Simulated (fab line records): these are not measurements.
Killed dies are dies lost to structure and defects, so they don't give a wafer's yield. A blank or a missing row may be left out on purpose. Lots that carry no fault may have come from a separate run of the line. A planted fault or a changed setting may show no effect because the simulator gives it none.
Chamber matching | flow nandHarc | 4 sister chambers for NHARC_P_BONDPAD_ETCH_37 on rieDiel-02
The step etches the open film in N2/H2, target depth 60 nm, overetch 18 nm, time 65.91 s. 33 wafers are shown with their chamber, then 12 later ones without.

== WAFERS PAIRED WITH THEIR CHAMBERS ==
wafer  | chamber | showerheadPlenumPTorr (Torr) | rfVppV (V) | drypumpMotorCurrentA (A)
L075.1 | 1       | 2.13                         | 432.9      | 5.8
L075.4 | 3       | 2.14                         | 433.6      | 5.7
L075.6 | 3       | 2.14                         | 432.5      | 5.7
L074.1 | 1       | 2.13                         | 432.5      | 5.8
L074.2 | 0       | 1.91                         | 427.3      | 5.7
L074.4 | 3       | 2.14                         | 431.3      | 5.7
L077.4 | 0       | 1.91                         | 426.4      | 5.7
L077.5 | 3       | 2.14                         | 431.4      | 5.7
L077.6 | 0       | 1.91                         | 428.2      | 5.7
L081.1 | 2       | 2.06                         | 431.7      | 5.8
L081.4 | 0       | 1.91                         | 427.2      | 5.7
L081.5 | 2       | 2.06                         | 430.7      | 5.8
L082.1 | 3       | 2.14                         | 433.0      | 5.7
L082.5 | 2       | 2.06                         | 432.5      | 5.8
L082.6 | 3       | 2.14                         | 433.5      | 5.7
L083.3 | 3       | 2.14                         | 433.2      | 5.7
L083.4 | 2       | 2.06                         | 430.9      | 5.8
L083.5 | 2       | 2.06                         | 431.8      | 5.8
L085.2 | 3       | 2.14                         | 431.9      | 5.7
L085.4 | 2       | 2.06                         | 431.6      | 5.8
L085.6 | 3       | 2.14                         | 433.4      | 5.7
L084.1 | 3       | 2.14                         | 434.0      | 5.7
L084.4 | 0       | 1.91                         | 427.8      | 5.7
L084.5 | 3       | 2.14                         | 433.7      | 5.7
L086.2 | 0       | 1.90                         | 426.0      | 5.7
L086.5 | 0       | 1.90                         | 426.3      | 5.7
L086.6 | 1       | 2.13                         | 433.1      | 5.8
L088.2 | 1       | 2.13                         | 432.9      | 5.9
L088.4 | 3       | 2.14                         | 433.3      | 5.7
L088.5 | 3       | 2.14                         | 432.7      | 5.7
L091.3 | 3       | 2.14                         | 433.8      | 5.7
L091.4 | 2       | 2.06                         | 431.9      | 5.7
L091.5 | 2       | 2.06                         | 431.2      | 5.8

SIGNATURES (averages over the wafers above)
reading               | chamber 0 | chamber 1 | chamber 2 | chamber 3 | scatter within a chamber
showerheadPlenumPTorr | 1.9071    | 2.1300    | 2.0600    | 2.1400    | 0.00222
rfVppV                | 427.029   | 432.850   | 431.538   | 432.950   | 0.757
drypumpMotorCurrentA  | 5.700     | 5.825     | 5.787     | 5.700     | 0.0237
Rule: for a wafer and a chamber, the distance is found by dividing, reading by reading, the gap between the wafer's reading and the chamber's mean by the reading's scatter, squaring, summing and taking the root. The wafer belongs to the nearest chamber; if the next one is less than 2 further off, it can't be placed. The scatter is the square root of a quotient: the sum, over the shown wafers, of each reading's squared deviation from its chamber's mean, divided by wafers minus chambers.

== WAFERS WITHOUT THEIR CHAMBER ==
wafer  | showerheadPlenumPTorr (Torr) | rfVppV (V) | drypumpMotorCurrentA (A)
L093.3 | 2.13                         | 432.9      | 5.9
L093.5 | 1.90                         | 424.5      | 5.7
L093.6 | 2.13                         | 432.6      | 5.8
L092.3 | 1.90                         | 426.8      | 5.6
L092.4 | 2.13                         | 432.1      | 5.8
L092.6 | 2.14                         | 433.7      | 5.7
L095.3 | 2.06                         | 430.7      | 5.8
L095.4 | 2.13                         | 432.9      | 5.8
L095.6 | 2.13                         | 433.2      | 5.9
L097.3 | 1.90                         | 426.4      | 5.7
L097.5 | 1.90                         | 426.9      | 5.7
L097.6 | 2.14                         | 434.2      | 5.7

== WHICH CHAMBER EACH WENT THROUGH ==
wafer  | from the rows above | in truth
L093.3 | 1                   | 1
L093.5 | 0                   | 0
L093.6 | 1                   | 1
L092.3 | 0                   | 0
L092.4 | 1                   | 1
L092.6 | 3                   | 3
L095.3 | 2                   | 2
L095.4 | 1                   | 1
L095.6 | 1                   | 1
L097.3 | 0                   | 0
L097.5 | 0                   | 0
L097.6 | 3                   | 3
12 of 12 placed correctly. Number that these rows cannot place: 0. Placed wrongly: 0.
